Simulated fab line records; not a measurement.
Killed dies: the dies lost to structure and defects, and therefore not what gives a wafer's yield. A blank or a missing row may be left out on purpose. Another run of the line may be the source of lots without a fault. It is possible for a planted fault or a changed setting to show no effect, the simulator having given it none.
fab line records	flow nand_harc
record lots=12	wafers=36	last_day=33
route steps=1302 shown A_CONTACT@1106 A_BLC@1123 END@1302
lots untouched by any fault: they come from a run of this same line in which no faults occurred
start_h: start of the lot's first displayed wafer, in hours after the record's first day	wait_h: hours elapsed since this lot's preceding step	" the same as in the row above	L1.1+2: a row that stands for several wafers	- value missing, or start not given	* or withheld: withheld	< > ~ a bound
route shown NAME@n: names a module that has steps shown in the file, with the first one's number in the route	usual: mean and standard deviation over wafers with no fault	same: alike in all rows	chamber/n: place in a boat	sites: the reading at each site	_std_site: the standard deviation of these	_edge_site: outer sites' mean less inner sites'	radius_mm: how far each site lies from the wafer's centre	mask NAME#n: copy n	behind: the most recent tool/chamber to have shaped the wafer	hold: reason for holding the lot/hours on hold/outcome of the hold	device: transistor that didn't switch, given as n, p or np	end of line: the route-end tests of the same wafers	a step given without rows: its recipe and nothing more	killed: the dies lost at the first sort to structure and to defects; this is not the yield of the wafer	map: shows each die of a wafer: x if killed, . if not, _ if none is there
set.NAME: setting as actually run; set.NAME@STEP: the setting as run at that earlier step	model.NAME: the simulator's own value behind a step, which no gauge read
steps of the route over a sample of lots; a table a step, a row a wafer
services: from which hour (start_h, from the record's first day; less than 0 if before it) a tool's chamber was out of use, for how many hours, and why
## steps
# step NHARC_A_CONTACT_INSPECT_23
# usual raw_defect_count=509/120
lot.wafer	tool	chamber	start_h	wait_h	raw_defect_count
L308.1	defect_inspect-02	-	548.96	0.1	384
L308.2	"	-	"	"	410
L308.3	"	-	"	"	415
L310.2	defect_inspect-01	-	565.84	0.1	386
L310.5	"	-	"	"	403
L310.6	"	-	"	"	441
L309.1	defect_inspect-01	-	573.99	0.1	552
L309.2	"	-	"	"	582
L309.5	"	-	"	"	763
L311.1	defect_inspect-02	-	578.22	0.1	435
L311.5	"	-	"	"	375
L311.6	"	-	"	"	393
L313.2	defect_inspect-02	-	580.43	0.1	499
L313.3	"	-	"	"	410
L313.6	"	-	"	"	391
L312.3	defect_inspect-02	-	583.76	0.1	545
L312.4	"	-	"	"	766
L312.6	"	-	"	"	507
L315.1	defect_inspect-02	-	605.41	0.1	397
L315.2	"	-	"	"	399
L315.6	"	-	"	"	472
L316.3	defect_inspect-01	-	620.16	0.1	512
L316.4	"	-	"	"	566
L316.5	"	-	"	"	510
L317.2	defect_inspect-02	-	635.93	0.1	485
L317.4	"	-	"	"	1151
L317.6	"	-	"	"	541
L324.1	defect_inspect-01	-	713.39	0.1	411
L324.2	"	-	"	"	420
L324.5	"	-	"	"	523
L326.1	defect_inspect-01	-	720.96	0.1	456
L326.2	"	-	"	"	586
L326.5	"	-	"	"	655
L328.2	defect_inspect-02	-	730.80	0.1	371
L328.3	"	-	"	"	398
L328.4	"	-	"	"	351
# step NHARC_A_BLC_ETCH_18
# recipe target_depth_a=9100	c4f8_flow_sccm=20	o2_flow_sccm=10	ar_flow_sccm=withheld	rf_w=600	bias_w=1500	chemistry=C4F8/O2/Ar
# usual chamber_pressure_mTorr=25.001/0.024	oes_product_au=0.953/0.024	rf_vpp_V=980/5.5
lot.wafer	tool	chamber	start_h	wait_h	chamber_pressure_mTorr	oes_product_au	rf_hours_counter_h	rf_vpp_V
L308.3	rie_diel-10	1	-	-	25.001	0.927	7	986
L308.2	"	3	"	"	25.020	0.937	7	984
L308.1	"	0	"	"	25.024	0.929	7	973
L310.2	rie_diel-10	3	-	-	24.996	0.947	9	984
L310.5	"	1	"	"	24.968	0.923	-	985
L310.6	"	3	"	"	25.015	0.941	-	985
L309.2	rie_diel-04	0	-	-	24.991	0.970	9	972
L309.1	"	2	"	"	24.968	0.958	10	988
L309.5	"	1	"	"	24.983	0.961	-	967
L311.1	rie_diel-10	2	-	-	25.002	0.969	7	978
L311.6	"	0	"	"	25.032	0.985	-	973
L311.5	"	1	"	"	25.032	0.972	-	988
L313.3	rie_diel-10	2	-	-	24.953	0.975	7	977
L313.2	"	1	"	"	25.011	0.978	11	986
L313.6	"	3	"	"	25.037	0.974	-	984
L312.4	rie_diel-10	1	-	-	25.043	0.937	11	985
L312.3	"	3	"	"	25.004	0.950	11	985
L312.6	"	1	"	"	25.008	0.927	-	987
L315.2	rie_diel-10	3	-	-	24.987	0.975	0	986
L315.1	"	1	"	"	24.972	0.969	0	986
L315.6	"	3	"	"	24.991	0.982	-	985
L316.4	rie_diel-10	1	-	-	24.983	0.944	1	987
L316.3	"	0	"	"	24.994	0.979	1	974
L316.5	"	2	"	"	25.018	0.976	-	977
L317.2	rie_diel-10	1	637.65	0.6	24.994	0.930	3	987
L317.4	"	1	"	"	25.046	0.924	-	986
L317.6	"	1	"	"	24.986	0.930	-	986
L324.1	rie_diel-10	0	-	-	25.029	0.912	7	973
L324.2	"	1	"	"	24.969	0.914	9	985
L324.5	"	3	"	"	25.019	0.980	-	985
L326.1	rie_diel-03	3	-	-	25.012	0.948	8	981
L326.2	"	0	"	"	24.969	0.936	8	983
L326.5	"	3	"	"	25.065	0.957	-	982
L328.2	rie_diel-10	3	-	-	24.996	0.993	9	984
L328.4	"	1	"	"	24.976	0.929	10	988
L328.3	"	2	"	"	25.062	0.977	10	976
# step NHARC_A_BLC_STRIP_29
# recipe cf4_flow_sccm=150	ar_flow_sccm=0	bias_w=0	chemistry=CF4
# usual chamber_pressure_mTorr=50.00/0.049	drypump_motor_current_A=5.9/0.35	oes_product_au=0.997/0.014	rf_vpp_V=59.5/0.84	showerhead_plenum_p_Torr=1.79/0.062	throttle_valve_pct=13.285/0.0095
lot.wafer	tool	chamber	start_h	wait_h	chamber_pressure_mTorr	drypump_motor_current_A	oes_product_au	rf_hours_counter_h	rf_vpp_V	showerhead_plenum_p_Torr	throttle_valve_pct
L308.3	rie_diel-04	0	550.88	0.1	50.09	5.7	1.000	2	59.0	1.72	13.282
L308.1	"	1	"	"	50.10	5.7	0.988	2	60.0	1.66	13.278
L308.2	"	3	"	"	49.96	6.2	1.022	2	60.1	1.91	13.290
L310.2	rie_diel-03	0	567.79	0.1	50.06	5.7	0.991	8	61.0	1.82	13.288
L310.5	"	2	"	"	49.94	6.5	0.985	-	59.2	1.77	13.284
L310.6	"	3	"	"	49.93	5.5	0.999	-	59.0	1.82	13.274
L309.2	rie_diel-10	3	575.75	0.1	49.99	5.8	1.017	10	59.7	1.85	13.278
L309.1	"	0	"	"	50.09	6.2	1.010	10	59.7	1.71	13.293
L309.5	"	1	"	"	49.97	5.4	1.005	-	59.3	1.87	13.298
L311.1	rie_diel-03	0	579.96	0.1	50.07	5.7	0.992	10	59.8	1.82	13.300
L311.5	"	0	"	"	50.03	5.7	1.000	-	59.0	1.81	13.290
L311.6	"	1	"	"	49.97	5.9	0.969	-	57.9	1.72	13.295
L313.2	rie_diel-03	3	582.05	0.1	49.98	5.4	0.993	10	59.9	1.82	13.270
L313.3	"	2	"	"	50.03	6.6	0.968	10	58.8	1.77	13.297
L313.6	"	0	"	"	50.01	5.7	0.993	-	58.2	1.81	13.284
L312.4	rie_diel-03	1	585.36	0.1	50.01	5.9	0.979	11	58.3	1.72	13.272
L312.3	"	3	"	"	49.94	5.4	0.992	10	60.8	1.82	13.277
L312.6	"	2	"	"	50.13	6.6	0.993	-	59.5	1.77	13.288
L315.1	rie_diel-03	1	607.14	0.1	49.97	5.9	0.976	12	59.6	1.72	13.283
L315.2	"	3	"	"	49.94	5.5	0.996	11	59.3	1.82	13.288
L315.6	"	2	"	"	50.05	6.6	0.994	-	60.3	1.77	13.272
L316.4	rie_diel-10	2	621.76	0.1	50.04	5.9	1.029	1	60.5	1.74	13.293
L316.3	"	3	"	"	50.00	5.8	1.023	1	59.1	1.85	13.288
L316.5	"	3	"	"	49.98	5.8	1.008	-	58.3	1.85	13.283
L317.2	rie_diel-10	2	638.22	0.1	50.05	5.9	1.022	3	58.5	1.74	13.294
L317.4	"	1	"	"	49.94	5.4	0.974	-	59.3	1.87	13.289
L317.6	"	1	"	"	50.03	5.4	0.975	-	60.6	1.87	13.274
L324.1	rie_diel-03	0	715.15	0.1	50.04	5.7	1.003	7	59.5	1.81	13.290
L324.2	"	2	"	"	50.02	6.6	0.992	7	58.7	1.76	13.278
L324.5	"	0	"	"	50.00	5.7	0.996	-	59.5	1.81	13.279
L326.2	rie_diel-10	0	722.87	0.1	50.03	6.2	0.990	8	57.1	1.70	13.268
L326.1	"	2	"	"	49.95	6.0	1.022	10	59.2	1.74	13.286
L326.5	"	0	"	"	50.05	6.1	0.996	-	56.7	1.70	13.270
L328.2	rie_diel-03	2	732.53	0.1	49.93	6.6	0.981	8	59.7	1.76	13.291
L328.3	"	3	"	"	50.07	5.4	0.989	9	59.8	1.82	13.278
L328.4	"	0	"	"	50.04	5.7	0.990	9	60.2	1.81	13.303
# step NHARC_A_BLC_ALD_23
# recipe target_thk_a=30	pulse_time_s=1	ald_cycles=150	temp_c=450	material=TiN
# usual ald_cycles=150/0	heater_power_w=1083/130	precursor_pulse_height_rel=0.998/0.019	susceptor_temp_C=450.03/0.26
lot.wafer	tool	chamber	start_h	wait_h	ald_cycles	heater_power_w	precursor_pulse_height_rel	susceptor_temp_C
L308.1	ald_metal-04	2	551.67	-	150	1005	1.005	450.41
L308.2	"	3	"	"	150	995	1.004	449.96
L308.3	"	0	"	"	150	1213	0.994	450.12
L310.2	ald_metal-04	1	568.57	-	150	964	1.010	449.47
L310.5	"	3	"	"	150	1007	0.991	449.70
L310.6	"	0	"	"	150	1188	0.991	450.37
L309.1	ald_metal-04	1	576.54	-	150	948	0.978	449.87
L309.2	"	2	"	"	150	1010	0.978	450.73
L309.5	"	2	"	"	150	1021	0.988	450.37
L311.1	ald_metal-04	1	580.75	-	150	963	1.021	450.28
L311.5	"	0	"	"	150	1217	0.978	449.96
L311.6	"	1	"	"	150	944	1.002	450.31
L313.2	ald_metal-03	1	582.86	-	150	1363	1.014	449.85
L313.3	"	2	"	"	150	1091	0.997	449.84
L313.6	"	0	"	"	150	936	1.024	450.10
L312.3	ald_metal-04	2	586.13	-	150	1000	1.019	449.93
L312.4	"	1	"	"	150	974	1.026	450.00
L312.6	"	2	"	"	150	1012	0.993	449.95
L315.2	ald_metal-01	3	607.91	-	150	1107	1.010	449.87
L315.1	"	0	"	"	150	1077	0.988	449.75
L315.6	"	0	"	"	150	1075	1.025	449.98
L316.4	ald_metal-01	0	622.53	-	150	1057	1.012	449.89
L316.3	"	1	"	"	150	1082	1.023	450.01
L316.5	"	1	"	"	150	1077	0.995	450.08
L317.2	ald_metal-04	2	639.17	-	150	1029	0.987	450.19
L317.6	"	2	"	"	150	1031	0.989	450.37
L317.4	"	3	"	"	150	1017	1.017	450.34
L324.1	ald_metal-01	0	715.94	-	150	1015	1.007	450.01
L324.2	"	2	"	"	67	1127	0.990	450.23
L324.5	"	0	"	"	150	1006	1.008	450.26
L326.1	ald_metal-01	1	723.64	-	150	1124	1.026	449.70
L326.2	"	0	"	"	67	1013	1.003	450.38
L326.5	"	2	"	"	150	1117	0.981	449.94
L328.3	ald_metal-03	1	733.30	-	150	1385	1.015	-
L328.2	"	2	"	"	150	1080	0.966	-
L328.4	"	3	"	"	150	1264	0.969	-
# step NHARC_END_SORT_01
# recipe temp_c=25
# usual killed_at_array=47/18	killed_at_other=0.9/1.1	killed_at_periphery=4/3.1	killed_dies=52/18	killed_open=3.1/1.5	killed_short=2.4/1.5
# same gross_dies=677
lot.wafer	tool	chamber	start_h	wait_h	killed_at_array	killed_at_other	killed_at_periphery	killed_dies	killed_open	killed_short
L308.1	prober-01	0	592.09	2.5	28	0	2	30	2	3
L308.2	prober-01	0	592.89	2.8	18	2	5	25	3	1
L308.3	prober-01	0	593.70	3.1	24	0	2	26	6	2
L316.3	prober-01	0	664.75	3.1	41	0	6	47	3	4
L316.4	prober-01	0	665.56	3.4	39	2	6	47	2	2
L316.5	prober-01	0	666.37	3.7	42	0	3	45	2	1
L324.1	prober-01	0	763.86	2.5	65	0	1	66	3	1
L324.2	prober-01	0	764.67	2.8	675	1	1	677	2	3
L324.5	prober-01	0	767.08	3.7	56	2	3	61	2	4
L326.1	prober-02	0	774.18	2.5	46	1	8	55	3	1
L326.2	prober-02	0	774.97	2.8	672	4	1	677	6	2
L326.5	prober-02	0	777.34	3.7	54	2	5	61	4	1
# killed by level:class
L308.1 A_CHANNEL_HOLE_D2:chamber_film_flake=12 A_CONTACT:chamber_film_flake=3 A_M1:chamber_film_flake=3 A_DECK1_JOINT:geometric_particle:short=2 A_CHANNEL_HOLE_D1:chamber_film_flake=2 A_STAIRCASE:chamber_film_flake=2 P_CONTACT:geometric_particle:open=1 A_DECK1_JOINT:geometric_particle:open=1
L308.2 A_CHANNEL_HOLE_D2:chamber_film_flake=5 A_CONTACT:chamber_film_flake=5 P_CONTACT:chamber_film_flake=2 P_M2:chamber_film_flake=2 A_STAIRCASE:chamber_film_flake=2 A_SGD_CUT:chamber_film_flake=2 P_M1:geometric_particle:open=1 A_CHANNEL_FILL_D2:geometric_particle:open=1
L308.3 A_CHANNEL_HOLE_D2:chamber_film_flake=9 A_CONTACT:chamber_film_flake=3 A_M0:geometric_particle:open=2 A_STAIRCASE:chamber_film_flake=2 A_CHANNEL_HOLE_D1:geometric_particle:short=1 A_DECK1_JOINT:geometric_particle:open=1 A_ONON_D2:geometric_particle:open=1 A_CHANNEL_FILL_D2:geometric_particle:short=1
L316.3 A_SLIT:chamber_film_flake=23 A_CHANNEL_HOLE_D1:chamber_film_flake=3 A_STAIRCASE:chamber_film_flake=3 A_CONTACT:chamber_film_flake=3 A_M1:geometric_particle:open=2 P_GATE:chamber_film_flake=2 A_BLC:chamber_film_flake=2 P_M0:geometric_particle:short=1
L316.4 A_SLIT:chamber_film_flake=23 A_CHANNEL_HOLE_D1:chamber_film_flake=5 A_STAIRCASE:chamber_film_flake=4 P_STI:chamber_film_flake=3 A_ZERO_WELL:chamber_film_flake=2 A_CONTACT:chamber_film_flake=2 P_M0:geometric_particle:open=1 A_CHANNEL_FILL_D1:geometric_particle:open=1
L316.5 A_SLIT:chamber_film_flake=21 A_STAIRCASE:chamber_film_flake=7 A_WL_FILL:chamber_film_flake=3 A_CONTACT:chamber_film_flake=3 A_ZERO_WELL:chamber_film_flake=2 A_CHANNEL_HOLE_D1:chamber_film_flake=2 A_ONON_D1:geometric_particle:open=1 A_ONON_D2:geometric_particle:open=1
L324.1 A_SLIT:chamber_film_flake=23 A_CHANNEL_HOLE_D2:chamber_film_flake=20 A_CONTACT:chamber_film_flake=11 A_CHANNEL_HOLE_D1:chamber_film_flake=3 P_M0:geometric_particle:open=1 A_DECK1_JOINT:geometric_particle:open=1 A_CHANNEL_FILL_D2:geometric_particle:open=1 A_BLC:geometric_particle:short=1
L324.2 A_BLC:area_ald=611 A_SLIT:chamber_film_flake=21 A_CHANNEL_HOLE_D2:chamber_film_flake=17 A_CHANNEL_HOLE_D1:chamber_film_flake=8 A_CONTACT:chamber_film_flake=8 A_M0:geometric_particle:short=2 A_CHANNEL_FILL_D1:chamber_film_flake=2 A_STAIRCASE:chamber_film_flake=2
L324.5 A_CHANNEL_HOLE_D2:chamber_film_flake=17 A_SLIT:chamber_film_flake=12 A_CHANNEL_HOLE_D1:chamber_film_flake=11 A_CONTACT:chamber_film_flake=4 A_WL_FILL:geometric_particle:short=2 A_STAIRCASE:chamber_film_flake=2 A_SGD_CUT:chamber_film_flake=2 THIN_TSV:chamber_film_flake=2
L326.1 A_SLIT:chamber_film_flake=23 A_CHANNEL_HOLE_D1:chamber_film_flake=5 A_STAIRCASE:chamber_film_flake=5 A_CONTACT:chamber_film_flake=3 P_ZERO_WELL:chamber_film_flake=2 P_M2:chamber_film_flake=2 A_ZERO_WELL:chamber_film_flake=2 A_SGD_CUT:chamber_film_flake=2
L326.2 A_BLC:area_ald=623 A_SLIT:chamber_film_flake=23 A_STAIRCASE:chamber_film_flake=6 A_CHANNEL_HOLE_D1:chamber_film_flake=5 A_CHANNEL_HOLE_D2:chamber_film_flake=4 THIN_TSV:chamber_film_flake=3 A_CHANNEL_FILL_D1:geometric_particle:open=2 A_WL_FILL:chamber_film_flake=2
L326.5 A_SLIT:chamber_film_flake=17 A_CHANNEL_HOLE_D1:chamber_film_flake=13 A_CHANNEL_HOLE_D2:chamber_film_flake=5 A_STAIRCASE:chamber_film_flake=4 A_SGD_CUT:chamber_film_flake=4 A_ZERO_WELL:chamber_film_flake=3 P_M2:chamber_film_flake=2 A_CHANNEL_FILL_D1:chamber_film_flake=2
## services
tool	chamber	start_h	hours	kind
rie_diel-10	0	526.57	-	clean
rie_diel-04	-	533.69	9.0	pm
ald_metal-01	2	539.32	11.5	repair
rie_diel-10	2	546.09	24.0	repair
ald_metal-03	-	568.00	10.0	pm
ald_metal-04	-	586.65	1.7	repair
ald_metal-01	3	594.40	6.4	repair
rie_diel-10	-	596.50	9.0	pm
rie_diel-04	2	602.32	5.3	repair
ald_metal-01	2	607.70	2.9	repair
ald_metal-03	-	625.92	0.9	repair
rie_diel-10	3	632.25	6.7	repair
ald_metal-04	1	632.51	9.1	repair
ald_metal-03	2	632.98	3.2	repair
rie_diel-10	0	635.37	3.6	repair
rie_diel-03	-	635.42	9.0	pm
ald_metal-04	-	652.00	10.0	pm
rie_diel-04	2	662.42	1.4	repair
ald_metal-01	3	686.23	8.8	repair
ald_metal-01	2	695.46	1.6	repair
ald_metal-01	-	704.00	10.0	pm
rie_diel-10	0	704.27	7.6	repair
rie_diel-04	-	710.69	9.0	pm
rie_diel-03	1	721.28	10.5	repair
## key
first_sign step=NHARC_A_BLC_ALD_23	reading=ald_cycles	direction=down	sigmas=99+	usual=150	struck=67
effect step=NHARC_END_SORT_01	reading=killed_at_array	direction=up	sigmas=35	usual=47	struck=674
more_kills_born_at NHARC_A_BLC_ALD_23@ald_metal-01=1234
met_at NHARC_A_BLC_ALD_23
struck_lots L324,L326
struck_wafers L324.2,L326.2
later_rows_left_out L324.2,L326.2
tester_left_out L324,L326
not_acting_at NHARC_A_CONTACT_INSPECT_23,NHARC_A_BLC_ETCH_18,NHARC_A_BLC_STRIP_29
onset_between 622.53 715.94
fault kind=process_parameter_drift	tool=ald_metal-01	chamber=-	onset_h=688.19	steps=NHARC_A_BLC_ALD_23	channel=ald_cycles	offset=-83	shape=step	end_h=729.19	scope=struck_wafers_only	acts_in=these_recipes_only	stated=150
# tester_left_out: of these lots the tester's yield and bins aren't shown, on N5 and GAA mostly nor the transistor test; their killed dies are dies lost to structure and defects alone, not to doping, threshold or leakage, so they don't give the yield
# later_rows_left_out: the simulator's readings of these wafers behind a module that went badly wrong aren't trusted and aren't shown, but for the sort
